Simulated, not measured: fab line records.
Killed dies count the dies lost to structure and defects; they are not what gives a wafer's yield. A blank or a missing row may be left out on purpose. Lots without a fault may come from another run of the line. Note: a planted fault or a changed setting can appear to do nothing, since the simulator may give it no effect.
Problem report, 8D (eight disciplines) form, completed by code :: flow nandHarc :: the parts of the form that need people (team, actions taken, sign-off) are left out

== 1. THE ISSUE ==
cdNm at NHARC_A_M0_CD_MEAS_09 reads a mean of 72.3 nm on 6 wafers of 2 lots; wafers without a fault read 79.7 nm with a standard deviation of 0.71. Relative to the usual mean, that is a shift of -10 standard deviations.
The step: target cd 80 nm.
The first sign was on wafer L122.2 at day 30 11:40, on cdSem-02. The record has a number at this step for 42 wafers belonging to 14 lots. Rule for "out", or "out of limits": more than 4 standard deviations from the usual mean. All remaining wafers that have a number are taken as sound.

== 2. WHAT IT IS; WHAT IT IS NOT ==
question: which readings at this step
is: cdNm
is not: -

question: which lots
is: L121, L122
is not: L104, L105, L106, L107, L108, L109, L110, L111, L113, L114, L115, L119

question: which wafers of those lots
is: all that have a number
is not: -

question: read on which gauges
is: cdSem-02
is not: cdSem-01, cdSem-03

question: when
is: from day 30 11:40
is not: up to then (36 sound wafers)

== 3. SUSPECTS, AND WHAT RULES EACH OUT ==
Counting: a tool at a process step up to the reading stays a suspect if it ran every lot that is out and no sound lot after the first of them.
- the gauge at NHARC_A_M0_CD_MEAS_09 is ruled out. All the wafers that are out were read on cdSem-02, but those of them that NHARC_A_M0_PEB_07 has rows for are out there too, on other tools.
- pvdSputter-02 at NHARC_A_BLC_DEGAS_30 (time 60 s): kept. It processed each lot that is out, first L122 at day 30 09:27, and no sound lot thereafter; up to then, the last sound lot it processed was L111 at day 25 05:50.
- lithoTrack-04 at NHARC_A_M0_PEB_07 (peb time 65 s): kept. It processed each lot that is out, first L122 at day 30 11:35, and no sound lot thereafter; up to then, the last sound lot it processed was L115 at day 27 21:37. On those wafers its own readings are out: heaterPowerTotalW, plateTempC.
Remaining after the count are pvdSputter-02 at NHARC_A_BLC_DEGAS_30 and lithoTrack-04 at NHARC_A_M0_PEB_07.

== 4. THE CAUSE (what the simulator had put in) ==
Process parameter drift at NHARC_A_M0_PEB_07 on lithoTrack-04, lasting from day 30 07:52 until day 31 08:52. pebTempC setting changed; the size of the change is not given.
After counting, 2 suspects remain, this tool included.

== 5. SEQUENCE OF EFFECTS, ordered by route ==
One row per reading whose mean, taken over the struck wafers that have a number, lies over 3 standard deviations from the usual. Only readings for which the record gives a usual standard deviation are gone through. hours: the time from each lot's start at the first step in this table that gives one to its start at this step, as a median over the lots. sigmas: the change in usual standard deviations.
hours: 0
step: NHARC_A_M0_PEB_07
reading: heaterPowerTotalW
usual: 156.6 W
on struck wafers: 152.6
change: -4.0
sigmas: -9.7

hours: 0
step: NHARC_A_M0_PEB_07
reading: plateTempC
usual: 99.98 C
on struck wafers: 98.14
change: -1.84
sigmas: -13

hours: 0
step: NHARC_A_M0_CD_MEAS_09
reading: cdNm
usual: 79.7 nm
on struck wafers: 72.3
change: -7.4
sigmas: -10

hours: 1
step: NHARC_A_M0_CD_MEAS_16
reading: cdNm
usual: 79.6 nm
on struck wafers: 71.5
change: -8.1
sigmas: -9.5
The process steps in it:
- NHARC_A_M0_PEB_07: peb time 65 s.

== 6. WHAT WOULD HAVE CAUGHT IT SOONER ==
4 hours passed between the start of the fault at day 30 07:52 and the first reading out of limits at a measuring or inspecting step in this record, taken at day 30 11:40.
The tool's own readings at NHARC_A_M0_PEB_07 were out on every struck wafer that the step has a row for (heaterPowerTotalW, plateTempC): an alarm limit on them would have fired on the first of those.
Lots out: 2; of these, L121 started NHARC_A_M0_PEB_07 on lithoTrack-04 after day 30 11:40. A hold on the tool at that time would have spared it.
